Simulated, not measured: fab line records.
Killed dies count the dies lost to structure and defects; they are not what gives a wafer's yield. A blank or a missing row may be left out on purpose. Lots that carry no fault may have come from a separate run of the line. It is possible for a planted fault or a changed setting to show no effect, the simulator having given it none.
Chamber matching ; flow nand_harc ; NHARC_A_STAIRCASE_TRIM_196 on rie_diel-08 has 4 sister chambers
The step chemistry O2, time 211.2 s. 20 wafers are shown with their chamber, then 10 later ones without.

== WAFERS WITH THEIR CHAMBER ==
wafer;chamber;showerhead_plenum_p_Torr (Torr);drypump_motor_current_A (A);oes_product_au (a.u.)
L074.1;2;3.33;6.3;0.999
L074.4;0;3.66;6.0;0.993
L074.6;3;3.64;6.3;1.008
L077.1;3;3.63;6.3;1.005
L077.3;1;3.62;6.5;1.001
L077.6;0;3.66;6.0;1.001
L075.4;3;3.63;6.3;1.002
L075.5;2;3.33;6.3;0.996
L075.6;3;3.63;6.4;1.004
L076.1;3;3.63;6.3;1.000
L076.2;2;3.32;6.3;0.995
L076.3;1;3.62;6.5;1.004
L076.4;0;3.65;6.0;0.989
L076.5;3;3.63;6.3;1.011
L076.6;0;3.65;6.0;0.999
L081.1;3;3.63;6.4;0.996
L081.4;1;3.62;6.4;1.006
L081.6;1;3.62;6.5;1.006
L083.3;1;3.61;6.5;1.003
L083.4;2;3.32;6.3;0.999

SIGNATURES, as means of the wafers listed above
reading;chamber 0;chamber 1;chamber 2;chamber 3;scatter within a chamber
showerhead_plenum_p_Torr;3.6550;3.6180;3.3250;3.6314;0.00478
drypump_motor_current_A;6.000;6.480;6.300;6.329;0.0373
oes_product_au;0.99550;1.00400;0.99725;1.00371;0.00412
Rule: distance of a wafer from a chamber = root of the sum over the readings of ((wafer's reading minus chamber's mean) / reading's scatter) squared. The wafer belongs to the nearest chamber; if the next one is less than 2 further off, it can't be placed. The scatter: the root of (the sum of the squares of (reading less its chamber's mean) over the shown wafers, divided by (wafers less chambers)).

== WAFERS WITH NO CHAMBER GIVEN ==
wafer;showerhead_plenum_p_Torr (Torr);drypump_motor_current_A (A);oes_product_au (a.u.)
L083.5;3.63;6.4;1.004
L084.2;3.31;6.3;1.003
L084.4;3.62;6.3;1.016
L084.5;3.62;6.3;1.007
L094.3;3.60;6.5;1.008
L094.5;3.30;6.3;1.014
L094.6;3.61;6.4;1.015
L095.2;3.60;6.4;1.009
L095.3;3.30;6.3;1.013
L095.5;3.30;6.3;1.012

== EACH ONE'S CHAMBER ==
wafer;from the rows above;in truth
L083.5;can't be placed: 3 or 1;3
L084.2;2;2
L084.4;can't be placed: 3 or 1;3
L084.5;3;3
L094.3;1;1
L094.5;2;2
L094.6;can't be placed: 1 or 3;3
L095.2;1;1
L095.3;2;2
L095.5;2;2
7 of 10 placed correctly. Unplaceable from these rows: 3, with the true chamber sitting among the candidates in 3. 0 placed wrongly.
